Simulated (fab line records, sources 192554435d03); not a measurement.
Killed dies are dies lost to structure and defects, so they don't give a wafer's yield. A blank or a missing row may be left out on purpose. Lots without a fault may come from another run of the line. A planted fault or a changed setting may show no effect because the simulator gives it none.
Which tool did it? | flow n5_finfet | 11 lots, 33 wafers sampled, at 6 steps of a route of 1938

WHAT THE GAUGES READ, wafer by wafer
N5_BEOL_M8_RS_MEAS_57: measures by four-point-probe.
lot  | measured     | on            | M8_RS (ohm/sq)
L076 | day 11 01:37 | film_metro-02 | 0.275 0.283 0.275
L078 | day 11 06:13 | film_metro-01 | 0.274 0.282 0.280
L082 | day 12 03:33 | film_metro-01 | 0.282 0.288 0.281
L079 | day 12 06:35 | film_metro-02 | 0.297 0.279 0.278
L083 | day 12 18:19 | film_metro-02 | 0.291 0.303 0.283
L085 | day 13 01:41 | film_metro-02 | 0.300 0.280 0.298
L087 | day 13 15:34 | film_metro-01 | 0.293 0.278 0.291
L089 | day 14 02:22 | film_metro-01 | 0.302 0.288 0.301
L093 | day 14 14:26 | film_metro-01 | 0.288 0.292 0.294
L095 | day 15 17:36 | film_metro-01 | 0.280 0.284 0.299
L096 | day 15 20:37 | film_metro-01 | 0.278 0.284 0.266

WHICH TOOL RAN EACH LOT (tool, then ch and the chambers of the sampled wafers, then the start)
lot  | N5_BEOL_M7_STRIP_36                | N5_BEOL_M7_TRENCH_ETCH_37                     | N5_BEOL_M8_ETCH_72                 | N5_BEOL_M8_ETCH_41                            | N5_BEOL_M8_SURFACE_TREAT_79
L076 | rie_diel-04 ch 2,3, day 10 11:41   | rie_diel-04 ch 2,3, day 10 22:38 or earlier   | rie_diel-02 ch 1,2,3, day 10 22:38 | rie_diel-02 ch 1,2,3, day 11 00:16 or earlier | pvd_sputter-02, day 11 00:16
L078 | rie_diel-04 ch 1,2,3, day 10 14:04 | rie_diel-04 ch 1,2,3, day 11 03:08 or earlier | rie_diel-02 ch 0,1,2, day 11 03:08 | rie_diel-02 ch 0,1,2, day 11 05:03 or earlier | pvd_sputter-03, day 11 05:03
L082 | rie_diel-04 ch 0,1, day 11 16:02   | rie_diel-04 ch 0,1, day 11 22:22 or earlier   | rie_diel-05 ch 1,3, day 11 22:22   | rie_diel-05 ch 1,3, day 12 02:02 or earlier   | pvd_sputter-01, day 12 02:02
L079 | rie_diel-03 ch 0,1,2, day 11 20:10 | rie_diel-03 ch 0,1,2, day 12 03:42 or earlier | rie_diel-01 ch 1,2,3, day 12 03:42 | rie_diel-01 ch 1,2,3, day 12 05:08 or earlier | pvd_sputter-03, day 12 05:08
L083 | rie_diel-06 ch 0,1,3, day 12 04:55 | rie_diel-06 ch 0,1,3, day 12 15:32 or earlier | rie_diel-02 ch 1,2,3, day 12 15:32 | rie_diel-02 ch 1,2,3, day 12 17:08 or earlier | pvd_sputter-03, day 12 17:08
L085 | rie_diel-06 ch 1,2, day 12 12:50   | rie_diel-06 ch 1,2, day 12 22:34 or earlier   | rie_diel-05 ch 0,2, day 12 22:34   | rie_diel-05 ch 0,2, day 13 00:12 or earlier   | pvd_sputter-01, day 13 00:12
L087 | rie_diel-03 ch 0,1,2, day 13 05:03 | rie_diel-03 ch 0,1,2, day 13 12:40 or earlier | rie_diel-01 ch 0,1, day 13 12:40   | rie_diel-01 ch 0,1, day 13 14:18 or earlier   | pvd_sputter-02, day 13 14:18
L089 | rie_diel-03 ch 2,3, day 13 15:29   | rie_diel-03 ch 2,3, day 13 23:11 or earlier   | rie_diel-01 ch 0,2,3, day 13 23:11 | rie_diel-01 ch 0,2,3, day 14 00:50 or earlier | pvd_sputter-03, day 14 00:50
L093 | rie_diel-04 ch 1,2,3, day 14 00:05 | rie_diel-04 ch 1,2,3, day 14 09:34 or earlier | rie_diel-02 ch 1, day 14 09:34     | rie_diel-02 ch 1, day 14 13:13 or earlier     | pvd_sputter-02, day 14 13:13
L095 | rie_diel-04 ch 0,2,3, day 15 04:11 | rie_diel-04 ch 0,2,3, day 15 13:02 or earlier | rie_diel-01 ch 0,1, day 15 13:02   | rie_diel-01 ch 0,1, day 15 14:47 or earlier   | pvd_sputter-02, day 15 14:47
L096 | rie_diel-06 ch 0,2, day 15 09:41   | rie_diel-06 ch 0,2, day 15 17:13 or earlier   | rie_diel-05 ch 0,1,3, day 15 17:13 | rie_diel-05 ch 0,1,3, day 15 19:09 or earlier | pvd_sputter-01, day 15 19:09
- N5_BEOL_M7_STRIP_36: strips in N2/H2.
- N5_BEOL_M7_TRENCH_ETCH_37: etches SiCOH lowk in C4F6/O2, target depth 93.478 nm, time 31.2 s.
- N5_BEOL_M8_ETCH_72: etches underlayer in N2/H2, target depth 6.5 nm, time 5.2 s.
- N5_BEOL_M8_ETCH_41: etches SiCN in CH3F/O2, target depth 31.9 nm, time 57.8 s.
- N5_BEOL_M8_SURFACE_TREAT_79

THE ANSWER, worked out from the rows above alone
Rule: what is usual is taken from the lots themselves. Put in order of their means at a reading, lots are off if they are a third of the lots or fewer, leave a main group of 4 or more, and stand apart from it by a gap of 3 or more times the standard deviation of the main group's means; of several such gaps the widest counts. A main group whose means are all the same, to the digits that the tables above print for the reading, isn't used. A lot without any number at a reading at which 4 lots or more have one is off too. The other lots that the step has rows for count as sound.
No lot is off at any reading shown: from this, nothing can be told.

WHAT THE SIMULATOR HAD PUT IN
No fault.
